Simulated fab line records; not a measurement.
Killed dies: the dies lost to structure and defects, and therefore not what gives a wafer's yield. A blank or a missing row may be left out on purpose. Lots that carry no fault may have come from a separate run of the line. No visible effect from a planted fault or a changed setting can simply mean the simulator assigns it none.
Chamber matching -- flow n5Finfet -- N5_BEOL_M6_STRIP_19 on rieDiel-01: 4 sister chambers
The step strips in O2. 4 wafers are shown with their chamber, then 10 later ones without.

## EACH WAFER AND ITS CHAMBER
wafer,chamber,throttleValvePct (%)
L087.1,0,16.99
L087.5,2,16.36
L089.3,1,16.89
L089.5,3,16.44

## WAFERS WITH NO CHAMBER GIVEN
wafer,throttleValvePct (%)
L089.6,16.39
L090.1,16.39
L090.4,16.48
L090.5,16.92
L097.3,16.60
L097.4,16.41
L097.6,16.62
L096.1,16.48
L096.2,16.40
L096.4,16.59

## WHICH CHAMBER EACH WENT THROUGH
wafer,from the rows above,in truth
L089.6,can't be placed: 2 or 3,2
L090.1,can't be placed: 2 or 3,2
L090.4,can't be placed: 3 or 2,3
L090.5,can't be placed: 1 or 0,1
L097.3,can't be placed: 3 or 2 or 1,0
L097.4,can't be placed: 3 or 2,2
L097.6,can't be placed: 3 or 2 or 1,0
L096.1,can't be placed: 3 or 2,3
L096.2,can't be placed: 2 or 3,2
L096.4,can't be placed: 3 or 2 or 1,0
0 of 10 placed correctly. These rows do not allow placing 10 (true chamber among the candidates in 7). Wrongly placed: 0.
How it was worked out, from the rows above alone: a wafer's distance from a chamber is the root of the sum, over the readings, of the square of ((its reading less the chamber's mean) divided by the reading's scatter). The wafer belongs to the nearest chamber; if the next one is less than 2 further off, it can't be placed. For every chamber, the mean is computed from those of its wafers that are shown. The scatter (one wafer shown for each chamber): square how far every hidden wafer sits from the nearest shown wafer, average those squares and take the square root.
